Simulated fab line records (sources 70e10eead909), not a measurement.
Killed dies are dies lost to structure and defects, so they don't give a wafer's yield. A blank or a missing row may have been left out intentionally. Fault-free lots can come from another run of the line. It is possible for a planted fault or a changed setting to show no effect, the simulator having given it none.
The tool behind it: which one? :: flow nand harc :: 15 lots with 45 wafers sampled at 6 steps, on a route of 1302 steps

== WHAT EACH GAUGE READ, for each wafer ==
NHARC_A_M1_THK_MEAS_24: measures by xrf. Usual: thk nm 154.2 nm, standard deviation 1.5.
lot: L295
measured: day 23 08:23
on: film metro-01
thk nm (nm): 152.7 154.0 154.1
flag: 

lot: L296
measured: day 23 15:51
on: film metro-01
thk nm (nm): 153.3 153.6 151.8
flag: 

lot: L298
measured: day 24 11:18
on: film metro-02
thk nm (nm): 153.7 154.6 155.3
flag: 

lot: L302
measured: day 26 02:43
on: film metro-01
thk nm (nm): 157.2 154.0 156.6
flag: 

lot: L301
measured: day 26 06:40
on: film metro-01
thk nm (nm): 156.8 154.4 154.1
flag: 

lot: L307
measured: day 28 13:59
on: film metro-01
thk nm (nm): 28.6 31.0 28.4
flag: OFF

lot: L311
measured: day 30 01:14
on: film metro-02
thk nm (nm): 151.3 155.5 152.7
flag: 

lot: L308
measured: day 30 01:20
on: film metro-01
thk nm (nm): 31.1 29.2 31.6
flag: OFF

lot: L309
measured: day 30 02:58
on: film metro-02
thk nm (nm): 28.9 30.5 30.9
flag: OFF

lot: L312
measured: day 30 20:27
on: film metro-01
thk nm (nm): 153.7 154.8 152.5
flag: 

lot: L314
measured: day 31 00:22
on: film metro-02
thk nm (nm): 154.8 155.6 152.9
flag: 

lot: L313
measured: day 31 02:41
on: film metro-01
thk nm (nm): 152.7 155.1 154.7
flag: 

lot: L316
measured: day 31 06:02
on: film metro-02
thk nm (nm): 155.8 154.0 154.4
flag: 

lot: L315
measured: day 31 09:49
on: film metro-02
thk nm (nm): 155.5 154.3 155.1
flag: 

lot: L317
measured: day 32 16:05
on: film metro-02
thk nm (nm): 154.0 155.4 154.9
flag: 

== WHICH TOOL RAN EACH LOT (tool, then ch and the chambers of the sampled wafers, then the start) ==
lot: L295
NHARC_A_M1_ETCH_15: rie diel-10 ch 1,3, day 23 07:23 or earlier
NHARC_A_M1_PVD_21: pvd sputter-02, day 23 07:23 or earlier
NHARC_A_M1_ECD_22: ecd cu-01 ch 0,1, day 23 07:23
NHARC_A_M1_ANNEAL_31: rtp anneal-02 ch 0, day 23 07:46
NHARC_A_M1_CMP_23: cmp-04 ch 2,3, day 23 08:03

lot: L296
NHARC_A_M1_ETCH_15: rie diel-04 ch 0,3, day 23 14:52 or earlier
NHARC_A_M1_PVD_21: pvd sputter-03, day 23 14:52 or earlier
NHARC_A_M1_ECD_22: ecd cu-01 ch 0,1, day 23 14:52
NHARC_A_M1_ANNEAL_31: rtp anneal-02 ch 0, day 23 15:11
NHARC_A_M1_CMP_23: cmp-04 ch 0,1,2, day 23 15:32

lot: L298
NHARC_A_M1_ETCH_15: rie diel-07 ch 1,2,3, day 24 10:16 or earlier
NHARC_A_M1_PVD_21: pvd sputter-03, day 24 10:16 or earlier
NHARC_A_M1_ECD_22: ecd cu-02 ch 0,1, day 24 10:16
NHARC_A_M1_ANNEAL_31: rtp anneal-01 ch 0, day 24 10:38
NHARC_A_M1_CMP_23: cmp-01 ch 1,2,3, day 24 11:01

lot: L302
NHARC_A_M1_ETCH_15: rie diel-07 ch 0,2,3, day 26 01:41 or earlier
NHARC_A_M1_PVD_21: pvd sputter-01, day 26 01:41 or earlier
NHARC_A_M1_ECD_22: ecd cu-01 ch 0,1, day 26 01:41
NHARC_A_M1_ANNEAL_31: rtp anneal-01 ch 0, day 26 02:04
NHARC_A_M1_CMP_23: cmp-01 ch 1,2, day 26 02:25

lot: L301
NHARC_A_M1_ETCH_15: rie diel-04 ch 1,2,3, day 26 05:34 or earlier
NHARC_A_M1_PVD_21: pvd sputter-03, day 26 05:34 or earlier
NHARC_A_M1_ECD_22: ecd cu-02 ch 0,1, day 26 05:34
NHARC_A_M1_ANNEAL_31: rtp anneal-01 ch 0, day 26 05:57
NHARC_A_M1_CMP_23: cmp-04 ch 1,2,3, day 26 06:26

lot: L307
NHARC_A_M1_ETCH_15: rie diel-10 ch 0,1, day 28 13:05 or earlier
NHARC_A_M1_PVD_21: pvd sputter-01, day 28 13:05 or earlier
NHARC_A_M1_ECD_22: ecd cu-01 ch 0,1, day 28 13:05
NHARC_A_M1_ANNEAL_31: rtp anneal-01 ch 0, day 28 13:28
NHARC_A_M1_CMP_23: cmp-03 ch 1,2,3, day 28 13:43

lot: L311
NHARC_A_M1_ETCH_15: rie diel-10 ch 0,2,3, day 30 00:12 or earlier
NHARC_A_M1_PVD_21: pvd sputter-01, day 30 00:12 or earlier
NHARC_A_M1_ECD_22: ecd cu-01 ch 0,1, day 30 00:12
NHARC_A_M1_ANNEAL_31: rtp anneal-02 ch 0, day 30 00:35
NHARC_A_M1_CMP_23: cmp-03 ch 0,3, day 30 00:57

lot: L308
NHARC_A_M1_ETCH_15: rie diel-04 ch 0,1,2, day 30 00:16 or earlier
NHARC_A_M1_PVD_21: pvd sputter-02, day 30 00:16 or earlier
NHARC_A_M1_ECD_22: ecd cu-02 ch 1, day 30 00:16
NHARC_A_M1_ANNEAL_31: rtp anneal-01 ch 0, day 30 00:43
NHARC_A_M1_CMP_23: cmp-04 ch 1,3, day 30 01:02

lot: L309
NHARC_A_M1_ETCH_15: rie diel-04 ch 0,1,3, day 30 01:57 or earlier
NHARC_A_M1_PVD_21: pvd sputter-03, day 30 01:57 or earlier
NHARC_A_M1_ECD_22: ecd cu-01 ch 0,1, day 30 01:57
NHARC_A_M1_ANNEAL_31: rtp anneal-02 ch 0, day 30 02:20
NHARC_A_M1_CMP_23: cmp-04 ch 2,3, day 30 02:38

lot: L312
NHARC_A_M1_ETCH_15: rie diel-10 ch 0,1,3, day 30 19:31 or earlier
NHARC_A_M1_PVD_21: pvd sputter-01, day 30 19:31 or earlier
NHARC_A_M1_ECD_22: ecd cu-01 ch 0,1, day 30 19:31
NHARC_A_M1_ANNEAL_31: rtp anneal-02 ch 0, day 30 19:54
NHARC_A_M1_CMP_23: cmp-04 ch 2,3, day 30 20:08

lot: L314
NHARC_A_M1_ETCH_15: rie diel-10 ch 0,1,2, day 30 23:20 or earlier
NHARC_A_M1_PVD_21: pvd sputter-01, day 30 23:20 or earlier
NHARC_A_M1_ECD_22: ecd cu-01 ch 0,1, day 30 23:20
NHARC_A_M1_ANNEAL_31: rtp anneal-02 ch 0, day 30 23:43
NHARC_A_M1_CMP_23: cmp-03 ch 0,1,2, day 31 00:03

lot: L313
NHARC_A_M1_ETCH_15: rie diel-04 ch 1,2,3, day 31 01:45 or earlier
NHARC_A_M1_PVD_21: pvd sputter-03, day 31 01:45 or earlier
NHARC_A_M1_ECD_22: ecd cu-01 ch 0,1, day 31 01:45
NHARC_A_M1_ANNEAL_31: rtp anneal-02 ch 0, day 31 02:08
NHARC_A_M1_CMP_23: cmp-04 ch 2,3, day 31 02:24

lot: L316
NHARC_A_M1_ETCH_15: rie diel-10 ch 0,1,2, day 31 04:59 or earlier
NHARC_A_M1_PVD_21: pvd sputter-01, day 31 04:59 or earlier
NHARC_A_M1_ECD_22: ecd cu-02 ch 0,1, day 31 04:59
NHARC_A_M1_ANNEAL_31: rtp anneal-02 ch 0, day 31 05:22
NHARC_A_M1_CMP_23: cmp-04 ch 2,3, day 31 05:45

lot: L315
NHARC_A_M1_ETCH_15: rie diel-07 ch 2,3, day 31 08:50 or earlier
NHARC_A_M1_PVD_21: pvd sputter-01, day 31 08:50 or earlier
NHARC_A_M1_ECD_22: ecd cu-01 ch 0,1, day 31 08:50
NHARC_A_M1_ANNEAL_31: rtp anneal-01 ch 0, day 31 09:13
NHARC_A_M1_CMP_23: cmp-04 ch 0,3, day 31 09:30

lot: L317
NHARC_A_M1_ETCH_15: rie diel-10 ch 0,1, day 32 15:09 or earlier
NHARC_A_M1_PVD_21: pvd sputter-03, day 32 15:09 or earlier
NHARC_A_M1_ECD_22: ecd cu-02 ch 0,1, day 32 15:09
NHARC_A_M1_ANNEAL_31: rtp anneal-01 ch 0, day 32 15:32
NHARC_A_M1_CMP_23: cmp-04 ch 0,2, day 32 15:46
- NHARC_A_M1_ETCH_15: etches the open film in C4F8/Ar, target depth 182.5 nm, time 91.2 s.
- NHARC_A_M1_PVD_21: deposits Cu, target thk 30 nm, time 20.49 s.
- NHARC_A_M1_ECD_22: material Cu, target thk 400 nm.
- NHARC_A_M1_ANNEAL_31: time 90 s.
- NHARC_A_M1_CMP_23: polishes, t overpolish 20 s, target thk 154.34 nm.

== WHAT THE TOOLS THEMSELVES READ (means of the sampled wafers that have a number; where no wafer has one, the mark that the record gives instead) ==
NHARC_A_M1_ETCH_15. Usual: oes product au 0.954 a.u., standard deviation 0.024; rf vpp V 439.5 V, standard deviation 2.6.
lot: L295
tool: rie diel-10
oes product au (a.u.): 0.963
rf vpp V (V): 439.1
flag: 

lot: L296
tool: rie diel-04
oes product au (a.u.): 0.974
rf vpp V (V): 440.8
flag: 

lot: L298
tool: rie diel-07
oes product au (a.u.): 0.920
rf vpp V (V): 439.0
flag: 

lot: L302
tool: rie diel-07
oes product au (a.u.): 0.923
rf vpp V (V): 438.6
flag: 

lot: L301
tool: rie diel-04
oes product au (a.u.): 0.931
rf vpp V (V): 438.0
flag: 

lot: L307
tool: rie diel-10
oes product au (a.u.): 0.952
rf vpp V (V): 441.4
flag: 

lot: L311
tool: rie diel-10
oes product au (a.u.): 0.971
rf vpp V (V): 440.1
flag: 

lot: L308
tool: rie diel-04
oes product au (a.u.): 0.920
rf vpp V (V): 439.1
flag: 

lot: L309
tool: rie diel-04
oes product au (a.u.): 0.963
rf vpp V (V): 440.0
flag: 

lot: L312
tool: rie diel-10
oes product au (a.u.): 0.936
rf vpp V (V): 440.3
flag: 

lot: L314
tool: rie diel-10
oes product au (a.u.): 0.987
rf vpp V (V): 440.8
flag: 

lot: L313
tool: rie diel-04
oes product au (a.u.): 0.967
rf vpp V (V): 438.4
flag: 

lot: L316
tool: rie diel-10
oes product au (a.u.): 0.971
rf vpp V (V): 441.1
flag: 

lot: L315
tool: rie diel-07
oes product au (a.u.): 0.921
rf vpp V (V): 437.6
flag: 

lot: L317
tool: rie diel-10
oes product au (a.u.): 0.953
rf vpp V (V): 442.7
flag: 

NHARC_A_M1_PVD_21. Usual: throttle valve pct 30.4 %, standard deviation 1.1.
lot: L295
tool: pvd sputter-02
throttle valve pct (%): 30.8
flag: 

lot: L296
tool: pvd sputter-03
throttle valve pct (%): 30.4
flag: 

lot: L298
tool: pvd sputter-03
throttle valve pct (%): 29.7
flag: 

lot: L302
tool: pvd sputter-01
throttle valve pct (%): 30.9
flag: 

lot: L301
tool: pvd sputter-03
throttle valve pct (%): 30.7
flag: 

lot: L307
tool: pvd sputter-01
throttle valve pct (%): 29.7
flag: 

lot: L311
tool: pvd sputter-01
throttle valve pct (%): 29.3
flag: 

lot: L308
tool: pvd sputter-02
throttle valve pct (%): 31.2
flag: 

lot: L309
tool: pvd sputter-03
throttle valve pct (%): 29.4
flag: 

lot: L312
tool: pvd sputter-01
throttle valve pct (%): 31.9
flag: 

lot: L314
tool: pvd sputter-01
throttle valve pct (%): 31.1
flag: 

lot: L313
tool: pvd sputter-03
throttle valve pct (%): 30.1
flag: 

lot: L316
tool: pvd sputter-01
throttle valve pct (%): 29.5
flag: 

lot: L315
tool: pvd sputter-01
throttle valve pct (%): 29.8
flag: 

lot: L317
tool: pvd sputter-03
throttle valve pct (%): 29.3
flag: 

NHARC_A_M1_ECD_22. Usual: bath heat duty pct 6.2 %, standard deviation 0.94; bath temp c 24.99 C, standard deviation 0.099.
lot: L295
tool: ecd cu-01
bath heat duty pct (%): 5.6
bath temp c (C): 24.97
flag: 

lot: L296
tool: ecd cu-01
bath heat duty pct (%): 5.7
bath temp c (C): 25.06
flag: 

lot: L298
tool: ecd cu-02
bath heat duty pct (%): 7.2
bath temp c (C): 24.89
flag: 

lot: L302
tool: ecd cu-01
bath heat duty pct (%): 6.2
bath temp c (C): 24.97
flag: 

lot: L301
tool: ecd cu-02
bath heat duty pct (%): 7.1
bath temp c (C): 25.05
flag: 

lot: L307
tool: ecd cu-01
bath heat duty pct (%): -
bath temp c (C): -
flag: OFF

lot: L311
tool: ecd cu-01
bath heat duty pct (%): 6.1
bath temp c (C): 24.96
flag: 

lot: L308
tool: ecd cu-02
bath heat duty pct (%): -
bath temp c (C): -
flag: OFF

lot: L309
tool: ecd cu-01
bath heat duty pct (%): -
bath temp c (C): -
flag: OFF

lot: L312
tool: ecd cu-01
bath heat duty pct (%): 6.1
bath temp c (C): 25.05
flag: 

lot: L314
tool: ecd cu-01
bath heat duty pct (%): 6.0
bath temp c (C): 25.01
flag: 

lot: L313
tool: ecd cu-01
bath heat duty pct (%): 5.7
bath temp c (C): 24.96
flag: 

lot: L316
tool: ecd cu-02
bath heat duty pct (%): 7.3
bath temp c (C): 24.95
flag: 

lot: L315
tool: ecd cu-01
bath heat duty pct (%): 5.9
bath temp c (C): 24.93
flag: 

lot: L317
tool: ecd cu-02
bath heat duty pct (%): 7.1
bath temp c (C): 24.99
flag: 

NHARC_A_M1_ANNEAL_31. Usual: wafer_temp_C_max 226.4, standard deviation 0.34.
lot: L295
tool: rtp anneal-02
wafer_temp_C_max: 226.8
flag: 

lot: L296
tool: rtp anneal-02
wafer_temp_C_max: 226.5
flag: 

lot: L298
tool: rtp anneal-01
wafer_temp_C_max: 226.1
flag: 

lot: L302
tool: rtp anneal-01
wafer_temp_C_max: 226.4
flag: 

lot: L301
tool: rtp anneal-01
wafer_temp_C_max: 226.2
flag: 

lot: L307
tool: rtp anneal-01
wafer_temp_C_max: 226.3
flag: 

lot: L311
tool: rtp anneal-02
wafer_temp_C_max: 226.7
flag: 

lot: L308
tool: rtp anneal-01
wafer_temp_C_max: 226.1
flag: 

lot: L309
tool: rtp anneal-02
wafer_temp_C_max: 227.0
flag: 

lot: L312
tool: rtp anneal-02
wafer_temp_C_max: 226.3
flag: 

lot: L314
tool: rtp anneal-02
wafer_temp_C_max: 226.5
flag: 

lot: L313
tool: rtp anneal-02
wafer_temp_C_max: 226.4
flag: 

lot: L316
tool: rtp anneal-02
wafer_temp_C_max: 226.4
flag: 

lot: L315
tool: rtp anneal-01
wafer_temp_C_max: 226.2
flag: 

lot: L317
tool: rtp anneal-01
wafer_temp_C_max: 226.2
flag: 

NHARC_A_M1_CMP_23. Usual: motor current A 12.5 A, standard deviation 1.7; slurry flow ml min 150.0, standard deviation 0.48; time to endpoint s 27.7 s, standard deviation 2.1.
lot: L295
tool: cmp-04
motor current A (A): 12.8
slurry flow ml min: 150.3
time to endpoint s (s): 28.3
flag: 

lot: L296
tool: cmp-04
motor current A (A): 13.3
slurry flow ml min: 150.5
time to endpoint s (s): 27.1
flag: 

lot: L298
tool: cmp-01
motor current A (A): 12.0
slurry flow ml min: 150.0
time to endpoint s (s): 27.3
flag: 

lot: L302
tool: cmp-01
motor current A (A): 12.4
slurry flow ml min: 149.9
time to endpoint s (s): 26.7
flag: 

lot: L301
tool: cmp-04
motor current A (A): 12.9
slurry flow ml min: 149.5
time to endpoint s (s): 28.1
flag: 

lot: L307
tool: cmp-03
motor current A (A): 11.1
slurry flow ml min: 150.0
time to endpoint s (s): 0.8
flag: OFF

lot: L311
tool: cmp-03
motor current A (A): 12.8
slurry flow ml min: 149.9
time to endpoint s (s): 28.9
flag: 

lot: L308
tool: cmp-04
motor current A (A): 12.4
slurry flow ml min: 149.5
time to endpoint s (s): 4.4
flag: OFF

lot: L309
tool: cmp-04
motor current A (A): 13.0
slurry flow ml min: 150.2
time to endpoint s (s): 0.7
flag: OFF

lot: L312
tool: cmp-04
motor current A (A): 12.1
slurry flow ml min: 150.2
time to endpoint s (s): 27.9
flag: 

lot: L314
tool: cmp-03
motor current A (A): 12.9
slurry flow ml min: 149.6
time to endpoint s (s): 27.3
flag: 

lot: L313
tool: cmp-04
motor current A (A): 12.8
slurry flow ml min: 150.1
time to endpoint s (s): 26.1
flag: 

lot: L316
tool: cmp-04
motor current A (A): 12.8
slurry flow ml min: 150.2
time to endpoint s (s): 29.6
flag: 

lot: L315
tool: cmp-04
motor current A (A): 11.4
slurry flow ml min: 150.1
time to endpoint s (s): 28.1
flag: 

lot: L317
tool: cmp-04
motor current A (A): 13.3
slurry flow ml min: 150.0
time to endpoint s (s): 28.3
flag: 

== THE ANSWER, worked out from the rows above alone ==
Rule: take the mean of a lot's wafers that have a number; if it is more than 3 standard deviations from the usual mean, the lot is off. A lot without any number at a reading at which 4 lots or more have one is off too. Where the step has rows for the other lots, those lots are counted as sound. Order of review: gauges by route order, followed by the tools' own readings, for which a lot's mean as printed above is used. At the first step where some lot is off, the reading lying furthest off is the one used; lots without a number count as furthest.
Off, at NHARC_A_M1_THK_MEAS_24 on thk nm: L307, L308, L309.
If a tool, at a process step before that reading, ran all the lots that are off and no sound lot after the first of them, it fits. Not tried: the gauges at NHARC_A_M1_THK_MEAS_24; whatever is off there is also off at NHARC_A_M1_ECD_22, on other tools, and gauge error can't account for it. NHARC_A_M1_ETCH_15 gives no start for some lots, so the hours and the order of its lots are those of NHARC_A_M1_ECD_22. NHARC_A_M1_PVD_21 gives no start for some lots, so the hours and the order of its lots are those of NHARC_A_M1_ECD_22. Of those tried, none fits.

== WHAT THE SIMULATOR PUT IN ==
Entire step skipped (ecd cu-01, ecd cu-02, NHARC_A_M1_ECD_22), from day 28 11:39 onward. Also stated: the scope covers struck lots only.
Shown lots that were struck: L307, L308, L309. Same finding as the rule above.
